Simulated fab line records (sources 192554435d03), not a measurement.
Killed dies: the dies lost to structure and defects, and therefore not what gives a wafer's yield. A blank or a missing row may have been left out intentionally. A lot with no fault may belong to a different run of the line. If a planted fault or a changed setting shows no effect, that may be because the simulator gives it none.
The tool behind it: which one? | flow n5 finfet | 11 lots, 33 wafers sampled, at 1 step of a route of 1938

## WHAT THE GAUGES SHOWED, per wafer
N5_BEOL_M6_THK_MEAS_53: measures by xrf.
lot  | measured     | on            | M6_THK (nm)
L485 | day 8 15:44  | film metro-02 | 80.3 81.7 80.6
L487 | day 9 01:40  | film metro-02 | 81.2 81.1 81.5
L489 | day 10 01:46 | film metro-01 | 76.2 77.8 75.5
L492 | day 10 18:52 | film metro-01 | 79.2 78.1 78.2
L495 | day 11 19:57 | film metro-02 | 80.6 79.9 79.7
L496 | day 12 20:07 | film metro-02 | 79.9 79.4 79.6
L497 | day 12 20:42 | film metro-02 | 82.0 79.6 80.7
L499 | day 12 21:31 | film metro-02 | 83.8 83.2 81.2
L500 | day 13 05:30 | film metro-02 | 79.3 80.3 80.2
L502 | day 13 20:10 | film metro-02 | 79.9 80.7 78.6
L503 | day 13 20:11 | film metro-01 | 80.5 80.5 80.5

## WHAT TOOL EACH LOT RAN ON (gives the tool, then ch and the chambers of the sampled wafers, and finally the start)
Before these readings, the record contains no process step.

## THE ANSWER, worked out from the rows above alone
Rule: usual is defined by the lots themselves. Put in order of their means at a reading, lots are off if they are a third of the lots or fewer, leave a main group of 4 or more, and stand apart from it by a gap of 3 or more times the standard deviation of the main group's means; of several such gaps the widest counts. A main group whose means are all the same, to the digits that the tables above print for the reading, isn't used. Also off: a lot with no number at a reading for which 4 or more lots have one. Any other lot the step has rows for is counted as sound.
No lot is off at any reading shown: from this, nothing can be told.

## WHAT THE SIMULATOR HAD PUT IN
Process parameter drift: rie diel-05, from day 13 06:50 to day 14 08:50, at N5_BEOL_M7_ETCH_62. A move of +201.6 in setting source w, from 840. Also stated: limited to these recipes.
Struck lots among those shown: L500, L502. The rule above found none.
